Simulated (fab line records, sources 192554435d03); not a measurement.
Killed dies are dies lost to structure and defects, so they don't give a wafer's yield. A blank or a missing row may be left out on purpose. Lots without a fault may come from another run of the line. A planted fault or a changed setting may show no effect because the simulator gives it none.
Split-lot experiment | flow n5_finfet | 7 lots, 39 wafers read, on a route of 1938 steps

THE SPLIT
At N5_MIM_BOT_SPUTTER_00 (material TiN, target thk 35 nm, time 89.7 s), the setting time_s was moved away from the recipe's 89.7 s on 12 of the 39 wafers read, by -57.8% to +15.6%. The other wafers ran this setting at the recipe's value.

The reading is taken at the split's own step.

THE READING
TiN_of_MIM_BOT_SPUTTER_00.thk_nm (the simulator's own value, which no gauge read), in nm, at N5_MIM_BOT_SPUTTER_00 (material TiN, target thk 35 nm, time 89.7 s). The file gives no usual value for it. The 27 wafers here that ran the recipe average 34.6 nm, standard deviation 0.43 nm.

wafer  | tool, chamber at the split | time_s as run, s | against the recipe | TiN_of_MIM_BOT_SPUTTER_00.thk_nm, nm | against lot-mates on the recipe
L074.1 | pvd_sputter-03, -          | 89.7             | recipe             | 35                                   | -
L074.2 | pvd_sputter-03, -          | 89.7             | recipe             | 34.8                                 | -
L074.5 | pvd_sputter-03, -          | 89.7             | recipe             | 34.4                                 | -
L077.1 | pvd_sputter-02, -          | 46.08            | -48.6%             | 17.8                                 | -17.1
L077.2 | pvd_sputter-02, -          | 46.08            | -48.6%             | 17.8                                 | -17.1
L077.3 | pvd_sputter-02, -          | 89.7             | recipe             | 34.6                                 | -
L077.4 | pvd_sputter-02, -          | 89.7             | recipe             | 35.2                                 | -
L077.5 | pvd_sputter-02, -          | 89.7             | recipe             | 35                                   | -
L077.6 | pvd_sputter-02, -          | 46.08            | -48.6%             | 18                                   | -16.9
L083.1 | pvd_sputter-02, -          | 68.38            | -23.8%             | 26.6                                 | -7.8
L083.5 | pvd_sputter-02, -          | 68.38            | -23.8%             | 26.6                                 | -7.8
L083.2 | pvd_sputter-02, -          | 89.7             | recipe             | 34.4                                 | -
L083.3 | pvd_sputter-02, -          | 89.7             | recipe             | 34.6                                 | -
L083.4 | pvd_sputter-02, -          | 89.7             | recipe             | 34.2                                 | -
L083.6 | pvd_sputter-02, -          | 68.38            | -23.8%             | 25.6                                 | -8.8
L085.1 | pvd_sputter-02, -          | 89.7             | recipe             | 35.2                                 | -
L085.2 | pvd_sputter-02, -          | 89.7             | recipe             | 34.8                                 | -
L085.4 | pvd_sputter-02, -          | 89.7             | recipe             | 34.8                                 | -
L085.6 | pvd_sputter-02, -          | 89.7             | recipe             | 34.8                                 | -
L085.3 | pvd_sputter-02, -          | 89.7             | recipe             | 34.2                                 | -
L085.5 | pvd_sputter-02, -          | 89.7             | recipe             | 33.8                                 | -
L091.1 | pvd_sputter-03, -          | 89.7             | recipe             | 34.8                                 | -
L091.2 | pvd_sputter-03, -          | 103.7            | +15.6%             | 40.4                                 | +5.5
L091.3 | pvd_sputter-03, -          | 103.7            | +15.6%             | 40.2                                 | +5.3
L091.4 | pvd_sputter-03, -          | 89.7             | recipe             | 35                                   | -
L091.6 | pvd_sputter-03, -          | 89.7             | recipe             | 35                                   | -
L091.5 | pvd_sputter-03, -          | 103.7            | +15.6%             | 40                                   | +5.1
L094.1 | pvd_sputter-02, -          | 89.7             | recipe             | 35                                   | -
L094.2 | pvd_sputter-02, -          | 37.83            | -57.8%             | 14.2                                 | -20.2
L094.3 | pvd_sputter-02, -          | 89.7             | recipe             | 34.4                                 | -
L094.4 | pvd_sputter-02, -          | 89.7             | recipe             | 33.8                                 | -
L094.5 | pvd_sputter-02, -          | 37.83            | -57.8%             | 13.8                                 | -20.6
L094.6 | pvd_sputter-02, -          | 37.83            | -57.8%             | 14                                   | -20.4
L097.1 | pvd_sputter-02, -          | 89.7             | recipe             | 34.4                                 | -
L097.2 | pvd_sputter-02, -          | 89.7             | recipe             | 34.8                                 | -
L097.3 | pvd_sputter-02, -          | 89.7             | recipe             | 35                                   | -
L097.4 | pvd_sputter-02, -          | 89.7             | recipe             | 33.8                                 | -
L097.6 | pvd_sputter-02, -          | 89.7             | recipe             | 33.8                                 | -
L097.5 | pvd_sputter-02, -          | 89.7             | recipe             | 34.6                                 | -

THE FIT
A straight line over all 39 wafers: TiN_of_MIM_BOT_SPUTTER_00.thk_nm changes by +0.352 nm for each +1% of time_s; r = +1.00; the points scatter about the line by 0.42 nm.
The same after taking each lot's own level away (the mean of its wafers on the recipe; 39 wafers): +0.35 nm for each +1%; r = +1.00; scatter 0.36 nm.
On that fit, the largest move of time_s shifts the reading by 20 nm.
The lots' own levels span 34.40 to 34.93 nm, that is 1.2 times the standard deviation above.
So the lot-to-lot level changes the slope little: the two slopes agree.
Check: with one of the wafers moved furthest among these (-57.8%) left out of the fit, the line predicts -20.3 nm for it against its lot-mates. It came out at -20.2 nm against them.

OTHER SPLITS ON THESE WAFERS
These wafers also went through other splits before the reading. Each is held against what the fit with the lots' levels taken away leaves over:
other split on the same wafers            | wafers away from the commonest value | r with TiN_of_MIM_BOT_SPUTTER_00.thk_nm (lot level and that fit taken away)
N5_BEOL_M12_TRENCH_ETCH_34 target_depth_a | 9                                    | -0.10
N5_BEOL_M14_DEP_53 time_s                 | 15                                   | -0.04

THE FILE'S OWN FIT
TiN_of_MIM_BOT_SPUTTER_00.thk_nm changes by +0.351 nm for each +1% of time_s, r = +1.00.
